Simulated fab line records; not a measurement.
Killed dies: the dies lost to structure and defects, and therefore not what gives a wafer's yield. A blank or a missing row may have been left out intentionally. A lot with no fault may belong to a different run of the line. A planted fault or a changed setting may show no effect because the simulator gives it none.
fab line records :: flow n5-finfet
record
  lots=4
  wafers=12
  last-day=16
route steps=1938 shown BEOL_M8@1394 BEOL_M9@1401 PASSIVATION@1936
lots with no fault: from the same line, run without faults
start-h: the number of hours between the record's first day and the start of the first shown wafer of the lot :: wait-h: hours since the lot's step before :: " identical to the entry in the row above :: L1.1+2: a single row standing in for several wafers :: - either no value or no given start :: * or withheld: withheld :: < > ~ a bound
route shown NAME@n: names a module that has steps shown in the file, with the first one's number in the route :: usual: mean and standard deviation over wafers with no fault :: same: alike in all rows :: chamber/n: place in a boat :: sites: each site's reading :: _std_site: their standard deviation :: _edge_site: inner sites' mean taken away from outer sites' mean :: radius-mm: how far each site lies from the wafer's centre :: mask NAME#n: copy n :: behind: the most recent tool/chamber to have shaped the wafer :: hold: reason for holding the lot/hours on hold/outcome of the hold :: device: the transistor (n, p or np) that didn't switch :: end of line: the tests these same wafers got at the end of their route :: a step given without rows: its recipe and nothing more :: killed: the dies lost at the first sort to structure and to defects; this is not the yield of the wafer :: map: a wafer's dies, x killed, . not, _ none there
set.NAME: the run value of the setting; set.NAME@STEP: its run value at that earlier step :: model.NAME: the simulator's own value behind a step, which no gauge read
lots at some steps of the route; a table a step, a row a wafer
services: the hour from which a tool's chamber was out of use, counted from the record's first day as start-h (under 0 if before that day), plus the number of hours and why
## steps
# step N5_BEOL_M8_ANNEAL_51
# recipe
  temp-c=225
  time-s=90
  ambient=N2
# step N5_BEOL_M8_CMP_52
# recipe
  stop-on=SiCOH_lowk
  t-overpolish-s=6.9
  down-force-psi=1
  platen-rpm=50
  clearing-platen-down-force-psi=1.5
  clearing-platen-rpm=50
  post-cmp-clean=cu-alkaline
  target-thk-nm=80
  clearing-platen-pad-velocity-m-s=0.99484
  pad-velocity-m-s=0.99484
# step N5_BEOL_M8_PRE_CLEAN_55
# recipe
  gas=NH3
  time-s=15
  temp-c=withheld
  rf-power-w=300
# step N5_BEOL_M8_DEP_56
# recipe
  material=SiCN
  target-thk-a=100
  temp-c=withheld
  precursor=3MS/NH3
  pressure-torr=3
  rf-w=202
  time-s=17.5
# step N5_BEOL_M9_ILD_DEP_00
# recipe
  material=SiCOH_lowk
  target-thk-a=3085.1
  temp-c=300
  precursor=DEMS/porogen
  pressure-torr=5
  rf-w=500
  time-s=58
# step N5_BEOL_M9_CURE_71
# recipe
  temp-c=385
  time-s=240
  ambient=He/Ar
  material=SiCOH_lowk
# step N5_BEOL_M9_PECVD_70
# recipe
  material=SiO2
  target-thk-a=200
  temp-c=400
  precursor=TEOS/O2
  pressure-torr=5.5
  rf-w=450
  teos-flow-sccm=53.8
  gas=O2
  flow-sccm=3000
  time-s=22.7
# step N5_BEOL_M9_HM_DEP_02
# recipe
  material=TiN
  target-thk-a=200
  temp-c=25
  chamber-pressure-pa=0.49996
# step N5_BEOL_M9_COAT_59
# recipe
  resist=SOC
  temp-c=250
  time-s=60
  spin-rpm=1500
  resist-thk-nm=100
# usual
  heater-power-total-W=500.4/1.7
  spin-speed-rpm=1500.1/0.97
lot.wafer: L371.1
tool: litho-track-05
chamber: 0
start-h: 205.34
wait-h: 0.1
heater-power-total-W: 503.3
spin-speed-rpm: 1498.0
model.SOC_of_BEOL_M9_COAT_59.thk-nm: 99.8

lot.wafer: L371.5
tool: litho-track-05
chamber: 0
start-h: 205.34
wait-h: 0.1
heater-power-total-W: 498.4
spin-speed-rpm: 1499.4
model.SOC_of_BEOL_M9_COAT_59.thk-nm: 99.8

lot.wafer: L371.6
tool: litho-track-05
chamber: 0
start-h: 205.34
wait-h: 0.1
heater-power-total-W: 497.7
spin-speed-rpm: 1499.8
model.SOC_of_BEOL_M9_COAT_59.thk-nm: 99.8

lot.wafer: L385.2
tool: litho-track-05
chamber: 0
start-h: 296.17
wait-h: 0.1
heater-power-total-W: 501.2
spin-speed-rpm: 1547.9
model.SOC_of_BEOL_M9_COAT_59.thk-nm: 98.2

lot.wafer: L385.3
tool: litho-track-05
chamber: 0
start-h: 296.17
wait-h: 0.1
heater-power-total-W: 503.1
spin-speed-rpm: 1549.3
model.SOC_of_BEOL_M9_COAT_59.thk-nm: 98.4

lot.wafer: L385.6
tool: litho-track-05
chamber: 0
start-h: 296.17
wait-h: 0.1
heater-power-total-W: 499.9
spin-speed-rpm: 1548.4
model.SOC_of_BEOL_M9_COAT_59.thk-nm: 98.2

lot.wafer: L386.1
tool: litho-track-05
chamber: 0
start-h: 303.11
wait-h: 0.1
heater-power-total-W: 500.9
spin-speed-rpm: 1547.9
model.SOC_of_BEOL_M9_COAT_59.thk-nm: 98.4

lot.wafer: L386.4
tool: litho-track-05
chamber: 0
start-h: 303.11
wait-h: 0.1
heater-power-total-W: 502.4
spin-speed-rpm: 1547.0
model.SOC_of_BEOL_M9_COAT_59.thk-nm: 98.4

lot.wafer: L386.5
tool: litho-track-05
chamber: 0
start-h: 303.11
wait-h: 0.1
heater-power-total-W: 502.4
spin-speed-rpm: 1548.7
model.SOC_of_BEOL_M9_COAT_59.thk-nm: 98.6

lot.wafer: L388.2
tool: litho-track-03
chamber: 0
start-h: 305.51
wait-h: 0.1
heater-power-total-W: 499.1
spin-speed-rpm: 1501.1
model.SOC_of_BEOL_M9_COAT_59.thk-nm: 99.6

lot.wafer: L388.3
tool: litho-track-03
chamber: 0
start-h: 305.51
wait-h: 0.1
heater-power-total-W: 499.9
spin-speed-rpm: 1500.9
model.SOC_of_BEOL_M9_COAT_59.thk-nm: 100

lot.wafer: L388.6
tool: litho-track-03
chamber: 0
start-h: 305.51
wait-h: 0.1
heater-power-total-W: 499.6
spin-speed-rpm: 1501.2
model.SOC_of_BEOL_M9_COAT_59.thk-nm: 100.2
# step N5_BEOL_M9_COAT_60
# recipe
  resist=SiARC
  temp-c=220
  time-s=60
  spin-rpm=1500
  resist-thk-nm=30
# step N5_BEOL_M9_COAT_05
# recipe
  resist=CAR-ArF
  spin-rpm=1500
  resist-thk-nm=90
# step N5_BEOL_M9_EBR_07
# recipe
  solvent=PGMEA
  ebr-width-mm=1.5
# step N5_BEOL_M9_SOFTBAKE_06
# recipe
  temp-c=110
  time-s=60
  resist=CAR-ArF
# step N5_BEOL_M9_EXPOSE_08
# recipe
  mask-id=M9
  na=1.35
  source-shape=dipole
  sigma-inner=0.411
  sigma-outer=0.611
  polarization=te
  dose-mj=53.75
# step N5_BEOL_M9_PEB_09
# recipe
  peb-temp-c=withheld
  peb-time-s=60
  resist=CAR-ArF
# step N5_BEOL_M9_DEVELOP_10
# recipe
  develop-time-s=30
  developer=TMAH
  resist=CAR-ArF
  rinse-liquid=diw
  dry=air-spin
  dev-temp-c=23
# step N5_BEOL_M9_DESCUM_16
# recipe
  chemistry=O2
  time-s=7.9
  source-power-w=50
  bias-power-w=20
  pressure-mtorr=20
  rf-frequency-hz=2.712e+07
  temp-c=40
  resist=CAR-ArF
  o2-flow-sccm=225
# step N5_BEOL_M9_ETCH_61
# recipe
  chemistry=CF4
  target=SiARC
  target-depth-a=390
  mask-material=CAR-ArF
  time-s=65
  ion-energy-ev=80
  pressure-mtorr=40
  source-w=545
  bias-w=36
  Ar_flow_sccm=100
  cf4-flow-sccm=100
  ends=cleared
# step N5_BEOL_M9_ETCH_62
# recipe
  chemistry=N2/H2
  target=SOC
  target-depth-a=1100
  overetch-a=220
  mask-material=SiARC
  temp-c=40
  time-s=165
  ion-energy-ev=200
  pressure-mtorr=30
  source-w=840
  bias-w=150
  n2-flow-sccm=200
  h2-flow-sccm=200
# usual
  drypump-motor-current-A=5.9/0.3
  oes-product-au=0.69/0.072
  rf-vpp-V=524.2/1.6
  showerhead-plenum-p-Torr=2.56/0.052
  throttle-valve-pct=17.77/0.29
lot.wafer: L371.1
tool: rie-diel-05
chamber: 3
start-h: 206.06
wait-h: 0.0
drypump-motor-current-A: 6.0
oes-product-au: 0.60
rf-hours-counter-h: 228
rf-vpp-V: 525.1
showerhead-plenum-p-Torr: 2.63
throttle-valve-pct: 17.90
model.etch.depth-nm: 99.89

lot.wafer: L371.5
tool: rie-diel-05
chamber: 2
start-h: 206.06
wait-h: 0.0
drypump-motor-current-A: 5.5
oes-product-au: 0.69
rf-hours-counter-h: -
rf-vpp-V: 523.6
showerhead-plenum-p-Torr: 2.58
throttle-valve-pct: 17.73
model.etch.depth-nm: 99.73

lot.wafer: L371.6
tool: rie-diel-05
chamber: 3
start-h: 206.06
wait-h: 0.0
drypump-motor-current-A: 6.0
oes-product-au: 0.59
rf-hours-counter-h: -
rf-vpp-V: 525.3
showerhead-plenum-p-Torr: 2.63
throttle-valve-pct: 17.90
model.etch.depth-nm: 99.7

lot.wafer: L385.2
tool: rie-diel-05
chamber: 2
start-h: 296.64
wait-h: 0.0
drypump-motor-current-A: 5.5
oes-product-au: 0.66
rf-hours-counter-h: 98
rf-vpp-V: 525.3
showerhead-plenum-p-Torr: 2.57
throttle-valve-pct: 17.78
model.etch.depth-nm: 98.24

lot.wafer: L385.3
tool: rie-diel-05
chamber: 0
start-h: 296.64
wait-h: 0.0
drypump-motor-current-A: 6.1
oes-product-au: 0.69
rf-hours-counter-h: 79
rf-vpp-V: 524.4
showerhead-plenum-p-Torr: 2.57
throttle-valve-pct: 17.97
model.etch.depth-nm: 98.32

lot.wafer: L385.6
tool: rie-diel-05
chamber: 2
start-h: 296.64
wait-h: 0.0
drypump-motor-current-A: 5.5
oes-product-au: 0.65
rf-hours-counter-h: -
rf-vpp-V: 525.5
showerhead-plenum-p-Torr: 2.57
throttle-valve-pct: 17.79
model.etch.depth-nm: 98.1

lot.wafer: L386.1
tool: rie-diel-05
chamber: 1
start-h: 303.65
wait-h: 0.0
drypump-motor-current-A: 5.9
oes-product-au: 0.70
rf-hours-counter-h: 74
rf-vpp-V: 524.1
showerhead-plenum-p-Torr: 2.57
throttle-valve-pct: 17.44
model.etch.depth-nm: 98.5

lot.wafer: L386.4
tool: rie-diel-05
chamber: 2
start-h: 303.65
wait-h: 0.0
drypump-motor-current-A: 5.5
oes-product-au: 0.66
rf-hours-counter-h: 100
rf-vpp-V: 524.6
showerhead-plenum-p-Torr: 2.57
throttle-valve-pct: 17.78
model.etch.depth-nm: 98.45

lot.wafer: L386.5
tool: rie-diel-05
chamber: 3
start-h: 303.65
wait-h: 0.0
drypump-motor-current-A: 6.0
oes-product-au: 0.80
rf-hours-counter-h: -
rf-vpp-V: 525.2
showerhead-plenum-p-Torr: 2.62
throttle-valve-pct: 17.51
model.etch.depth-nm: 98.52

lot.wafer: L388.2
tool: rie-diel-01
chamber: 0
start-h: 305.93
wait-h: 0.0
drypump-motor-current-A: 6.3
oes-product-au: 0.76
rf-hours-counter-h: 30
rf-vpp-V: 523.7
showerhead-plenum-p-Torr: 2.59
throttle-valve-pct: 17.35
model.etch.depth-nm: 99.56

lot.wafer: L388.3
tool: rie-diel-01
chamber: 3
start-h: 305.93
wait-h: 0.0
drypump-motor-current-A: 5.8
oes-product-au: 0.64
rf-hours-counter-h: 156
rf-vpp-V: 521.3
showerhead-plenum-p-Torr: 2.44
throttle-valve-pct: 18.16
model.etch.depth-nm: 99.98

lot.wafer: L388.6
tool: rie-diel-01
chamber: 1
start-h: 305.93
wait-h: 0.0
drypump-motor-current-A: 5.9
oes-product-au: 0.78
rf-hours-counter-h: -
rf-vpp-V: 522.5
showerhead-plenum-p-Torr: 2.50
throttle-valve-pct: 17.48
model.etch.depth-nm: 100.1
# step N5_BEOL_M9_STRIP_68
# recipe
  chemistry=N2/H2
  temp-c=40
  n2-flow-sccm=200
  h2-flow-sccm=200
  rf-frequency-hz=6e+07
# step N5_BEOL_M9_STRIP_67
# recipe
  chemistry=CF4
  resist=SiARC
  power-w=300
  bias-power-w=75
  pressure-mtorr=50
  cf4-flow-sccm=150
  rf-frequency-hz=6e+07
# step N5_BEOL_M9_HM_OPEN_17
# recipe
  chemistry=Cl2/BCl3
  target-depth-a=200
  overetch-a=60
  target=TiN
  mask-material=SOC
  ion-energy-ev=150
  pressure-mtorr=10
  icp-w=1000
  bias-w=126
  Cl2_flow_sccm=53.25
  bcl3-flow-sccm=21.75
  Ar_flow_sccm=25
# usual
  drypump-motor-current-A=5.6/0.6
  mfc-ar-sccm=24.99/0.071
  oes-product-au=0.67/0.084
  throttle-valve-pct=21.96/0.15
lot.wafer: L371.1
tool: rie-metal-03
chamber: 1
start-h: 206.25
wait-h: 0.0
drypump-motor-current-A: 6.1
mfc-ar-sccm: 25.06
oes-product-au: 0.83
rf-hours-counter-h: 1
throttle-valve-pct: 22.19
model.SOC_of_BEOL_M9_COAT_59.thk-nm: 92

lot.wafer: L371.5
tool: rie-metal-03
chamber: 1
start-h: 206.25
wait-h: 0.0
drypump-motor-current-A: 6.1
mfc-ar-sccm: 25.04
oes-product-au: 0.83
rf-hours-counter-h: -
throttle-valve-pct: 22.18
model.SOC_of_BEOL_M9_COAT_59.thk-nm: 91.8

lot.wafer: L371.6
tool: rie-metal-03
chamber: 0
start-h: 206.25
wait-h: 0.0
drypump-motor-current-A: 5.5
mfc-ar-sccm: 25.02
oes-product-au: 0.52
rf-hours-counter-h: -
throttle-valve-pct: 22.07
model.SOC_of_BEOL_M9_COAT_59.thk-nm: 91.8

lot.wafer: L385.2
tool: rie-metal-01
chamber: 0
start-h: 296.89
wait-h: 0.1
drypump-motor-current-A: 6.5
mfc-ar-sccm: 25.01
oes-product-au: 0.54
rf-hours-counter-h: 108
throttle-valve-pct: 22.11
model.SOC_of_BEOL_M9_COAT_59.thk-nm: 90.4

lot.wafer: L385.3
tool: rie-metal-01
chamber: 0
start-h: 296.89
wait-h: 0.1
drypump-motor-current-A: 6.4
mfc-ar-sccm: 25.02
oes-product-au: 0.54
rf-hours-counter-h: -
throttle-valve-pct: 22.12
model.SOC_of_BEOL_M9_COAT_59.thk-nm: 90.6

lot.wafer: L385.6
tool: rie-metal-01
chamber: 1
start-h: 296.89
wait-h: 0.1
drypump-motor-current-A: 5.2
mfc-ar-sccm: 24.95
oes-product-au: 0.66
rf-hours-counter-h: -
throttle-valve-pct: 21.84
model.SOC_of_BEOL_M9_COAT_59.thk-nm: 90.2

lot.wafer: L386.1
tool: rie-metal-02
chamber: 0
start-h: 303.84
wait-h: 0.0
drypump-motor-current-A: 4.8
mfc-ar-sccm: 24.91
oes-product-au: 0.66
rf-hours-counter-h: 46
throttle-valve-pct: 21.99
model.SOC_of_BEOL_M9_COAT_59.thk-nm: 90.6

lot.wafer: L386.4
tool: rie-metal-02
chamber: 1
start-h: 303.84
wait-h: 0.0
drypump-motor-current-A: 6.0
mfc-ar-sccm: 25.05
oes-product-au: 0.74
rf-hours-counter-h: -
throttle-valve-pct: 21.98
model.SOC_of_BEOL_M9_COAT_59.thk-nm: 90.6

lot.wafer: L386.5
tool: rie-metal-02
chamber: 1
start-h: 303.84
wait-h: 0.0
drypump-motor-current-A: 6.0
mfc-ar-sccm: 24.98
oes-product-au: 0.74
rf-hours-counter-h: -
throttle-valve-pct: 21.98
model.SOC_of_BEOL_M9_COAT_59.thk-nm: 90.6

lot.wafer: L388.2
tool: rie-metal-02
chamber: 1
start-h: 306.11
wait-h: 0.0
drypump-motor-current-A: 6.0
mfc-ar-sccm: 24.87
oes-product-au: 0.74
rf-hours-counter-h: 14
throttle-valve-pct: 21.99
model.SOC_of_BEOL_M9_COAT_59.thk-nm: 91.6

lot.wafer: L388.3
tool: rie-metal-02
chamber: 1
start-h: 306.11
wait-h: 0.0
drypump-motor-current-A: 6.0
mfc-ar-sccm: 24.87
oes-product-au: 0.72
rf-hours-counter-h: -
throttle-valve-pct: 22.01
model.SOC_of_BEOL_M9_COAT_59.thk-nm: 92

lot.wafer: L388.6
tool: rie-metal-02
chamber: 1
start-h: 306.11
wait-h: 0.0
drypump-motor-current-A: 6.0
mfc-ar-sccm: 24.93
oes-product-au: 0.74
rf-hours-counter-h: -
throttle-valve-pct: 21.98
model.SOC_of_BEOL_M9_COAT_59.thk-nm: 92.2
# step N5_BEOL_M9_STRIP_19
# recipe
  chemistry=O2
  power-w=400
  temp-c=40
  pressure-mtorr=30
  rf-frequency-hz=6e+07
  bias-power-w=0
  overash-fraction=0.2
  o2-flow-sccm=225
# step N5_PASSIVATION_PROBE_49
# usual
  defect-limited-yield=91.4/1.6
  killed_at_M0_to_M3=34/12
  killed_at_M4_up=13/5.2
  killed-at-contacts=11/5.5
  killed-at-front-end=40/13
  killed-at-other=3.4/2.7
  killed-dies=102/19
  killed-on-rim=13/4.3
  killed-open=66/15
  killed-short=33/7.9
  sort_bin_5_function=5.1/1.1
  sort_bin_6_memory=3.2/0.7
  sort-n-pass=1078/19
  sort-yield-pct=91.4/1.6
# same
  gross-dies=1180
  killed-at-back-side=0
  sort_bin_4_leakage[%]=0
  sort_bin_8_speed[%]=0
lot.wafer: L385.2
tool: prober-02
chamber: -
start-h: 370.09
wait-h: 0.1
defect-limited-yield[%]: 91.5
killed_at_M0_to_M3: 40
killed_at_M4_up: 21
killed-at-contacts: 5
killed-at-front-end: 32
killed-at-other: 2
killed-dies: 100
killed-on-rim: 11
killed-open: 60
killed-short: 36
sort_bin_5_function[%]: 4.9
sort_bin_6_memory[%]: 3.1
sort-n-pass: 1080
sort-yield-pct[%]: 91.5

lot.wafer: L385.3
tool: prober-02
chamber: -
start-h: 370.14
wait-h: 0.1
defect-limited-yield[%]: 91.3
killed_at_M0_to_M3: 42
killed_at_M4_up: 9
killed-at-contacts: 20
killed-at-front-end: 29
killed-at-other: 3
killed-dies: 103
killed-on-rim: 9
killed-open: 66
killed-short: 36
sort_bin_5_function[%]: 5.4
sort_bin_6_memory[%]: 2.8
sort-n-pass: 1077
sort-yield-pct[%]: 91.3

lot.wafer: L385.6
tool: prober-02
chamber: -
start-h: 370.29
wait-h: 0.3
defect-limited-yield[%]: 90.2
killed_at_M0_to_M3: 32
killed_at_M4_up: 11
killed-at-contacts: 12
killed-at-front-end: 59
killed-at-other: 2
killed-dies: 116
killed-on-rim: 18
killed-open: 82
killed-short: 33
sort_bin_5_function[%]: 6.0
sort_bin_6_memory[%]: 3.5
sort-n-pass: 1064
sort-yield-pct[%]: 90.2

lot.wafer: L388.2
tool: prober-01
chamber: -
start-h: 370.70
wait-h: 0.1
defect-limited-yield[%]: 92.4
killed_at_M0_to_M3: 27
killed_at_M4_up: 13
killed-at-contacts: 3
killed-at-front-end: 46
killed-at-other: 1
killed-dies: 90
killed-on-rim: 14
killed-open: 61
killed-short: 29
sort_bin_5_function[%]: 4.6
sort_bin_6_memory[%]: 2.9
sort-n-pass: 1090
sort-yield-pct[%]: 92.4

lot.wafer: L388.3
tool: prober-01
chamber: -
start-h: 370.75
wait-h: 0.1
defect-limited-yield[%]: 88.8
killed_at_M0_to_M3: 33
killed_at_M4_up: 12
killed-at-contacts: 7
killed-at-front-end: 78
killed-at-other: 2
killed-dies: 132
killed-on-rim: 17
killed-open: 77
killed-short: 54
sort_bin_5_function[%]: 6.6
sort_bin_6_memory[%]: 3.9
sort-n-pass: 1048
sort-yield-pct[%]: 88.8

lot.wafer: L388.6
tool: prober-01
chamber: -
start-h: 370.90
wait-h: 0.3
defect-limited-yield[%]: 89.8
killed_at_M0_to_M3: 41
killed_at_M4_up: 16
killed-at-contacts: 13
killed-at-front-end: 50
killed-at-other: 0
killed-dies: 120
killed-on-rim: 16
killed-open: 91
killed-short: 29
sort_bin_5_function[%]: 6.9
sort_bin_6_memory[%]: 3.1
sort-n-pass: 1060
sort-yield-pct[%]: 89.8
# killed by level:class
L385.2 BEOL_M2:geometric-particle:open=12 BEOL_M4:geometric-particle:open=12 STI_FIN_REVEAL:geometric-particle:open=9 BEOL_M1:geometric-particle:short=7 BEOL_M0_SAQP:geometric-particle:open=5 BEOL_M0_SAQP:geometric-particle:short=5 BEOL_M1:geometric-particle:open=5 FIN_SAQP:geometric-particle:open=4
L385.3 MOL_CONTACT_COAG:geometric-particle:open=15 BEOL_M2:geometric-particle:open=11 STI_FIN_REVEAL:geometric-particle:open=8 BEOL_M0_SAQP:geometric-particle:open=8 BEOL_M2:geometric-particle:short=7 FIN_SAQP:geometric-particle:short=6 BEOL_M0_SAQP:geometric-particle:short=6 MOL_CONTACT_COAG:geometric-particle:short=5
L385.6 FIN_SAQP:geometric-particle:short=16 FIN_SAQP:geometric-particle:open=14 STI_FIN_REVEAL:geometric-particle:open=14 BEOL_M3:geometric-particle:open=10 MOL_CONTACT_COAG:geometric-particle:open=9 BEOL_M4:geometric-particle:open=7 DUMMY_GATE:geometric-particle:open=5 BEOL_M0_SAQP:geometric-particle:open=5
L388.2 FIN_SAQP:geometric-particle:open=15 FIN_SAQP:geometric-particle:short=9 BEOL_M2:geometric-particle:open=8 GATE_CUT:geometric-particle:open=5 GATE_CUT:geometric-particle:short=4 BEOL_M0_SAQP:geometric-particle:open=4 BEOL_M0_SAQP:geometric-particle:short=4 BEOL_M0:geometric-particle:open=4
L388.3 FIN_SAQP:geometric-particle:short=23 STI_FIN_REVEAL:geometric-particle:open=18 FIN_SAQP:geometric-particle:open=12 BEOL_M0_SAQP:geometric-particle:open=8 BEOL_M3:geometric-particle:open=8 MOL_CONTACT_COAG:geometric-particle:open=6 STI_FIN_REVEAL:geometric-particle:short=5 BEOL_M0:geometric-particle:open=5
L388.6 FIN_SAQP:geometric-particle:open=16 FIN_SAQP:geometric-particle:short=12 BEOL_M0_SAQP:geometric-particle:open=12 MOL_CONTACT_COAG:geometric-particle:open=11 BEOL_M2:geometric-particle:open=8 STI_FIN_REVEAL:geometric-particle:open=7 BEOL_M1:geometric-particle:open=7 DUMMY_GATE:geometric-particle:open=5
## services
tool: rie-diel-01
chamber: 0
start-h: 196.11
hours: -
kind: clean

tool: rie-diel-01
chamber: 0
start-h: 196.11
hours: -
kind: consumable-replace:focus-ring

tool: rie-diel-01
chamber: 0
start-h: 196.11
hours: 21.7
kind: scheduled-down

tool: rie-diel-01
chamber: 0
start-h: 196.11
hours: 21.7
kind: vent-cycle

tool: rie-metal-02
chamber: -
start-h: 205.59
hours: 28.1
kind: pm

tool: rie-diel-05
chamber: 1
start-h: 210.89
hours: 6.7
kind: repair

tool: rie-metal-03
chamber: 0
start-h: 219.62
hours: -
kind: clean

tool: rie-metal-03
chamber: 0
start-h: 219.62
hours: 13.4
kind: scheduled-down

tool: rie-metal-03
chamber: 0
start-h: 219.62
hours: 13.4
kind: vent-cycle

tool: rie-metal-03
chamber: -
start-h: 230.48
hours: 1.4
kind: pm

tool: rie-metal-02
chamber: -
start-h: 233.69
hours: 2.8
kind: pm

tool: rie-diel-01
chamber: 1
start-h: 233.89
hours: -
kind: clean

tool: rie-diel-01
chamber: 1
start-h: 233.89
hours: -
kind: consumable-replace:focus-ring

tool: rie-diel-01
chamber: 1
start-h: 233.89
hours: 18.3
kind: scheduled-down

tool: rie-diel-01
chamber: 1
start-h: 233.89
hours: 18.3
kind: vent-cycle

tool: rie-metal-02
chamber: 0
start-h: 249.11
hours: 16.4
kind: repair

tool: rie-metal-01
chamber: 0
start-h: 249.94
hours: 7.1
kind: repair

tool: rie-diel-05
chamber: 3
start-h: 281.88
hours: -
kind: clean

tool: rie-diel-05
chamber: 3
start-h: 281.88
hours: -
kind: consumable-replace:focus-ring

tool: rie-diel-05
chamber: 3
start-h: 281.88
hours: 15.8
kind: scheduled-down

tool: rie-diel-05
chamber: 3
start-h: 281.88
hours: 15.8
kind: vent-cycle

tool: rie-metal-03
chamber: 0
start-h: 285.62
hours: 1.4
kind: repair

tool: rie-metal-03
chamber: -
start-h: 296.71
hours: 2.8
kind: pm

tool: litho-track-05
chamber: -
start-h: 303.09
hours: -
kind: consumable-replace:filter
## key
first-sign
  step=N5_BEOL_M9_COAT_59
  reading=spin-speed-rpm
  direction=up
  sigmas=50
  usual=*
  struck=*
effect none on later readings
model-effect
  step=N5_BEOL_M9_COAT_59
  value=SOC_of_BEOL_M9_COAT_59.thk-nm
  without=99.87
  struck=98.37
model-effect
  step=N5_BEOL_M9_ETCH_62
  value=etch.depth-nm
  without=99.93
  struck=98.36
model-effect
  step=N5_BEOL_M9_HM_OPEN_17
  value=SOC_of_BEOL_M9_COAT_59.thk-nm
  without=92.1
  struck=90.5
met-at N5_BEOL_M9_COAT_59
struck-wafers L385.2,L385.3,L385.6,L386.1,L386.4,L386.5
onset-between 205.34 296.17
fault
  kind=process-parameter-drift
  tool=litho-track-05
  chamber=-
  onset-h=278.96
  steps=N5_BEOL_M9_COAT_59
  channel=spin-rpm
  offset=*
  shape=step
  end-h=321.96
  acts-in=*
  stated=*
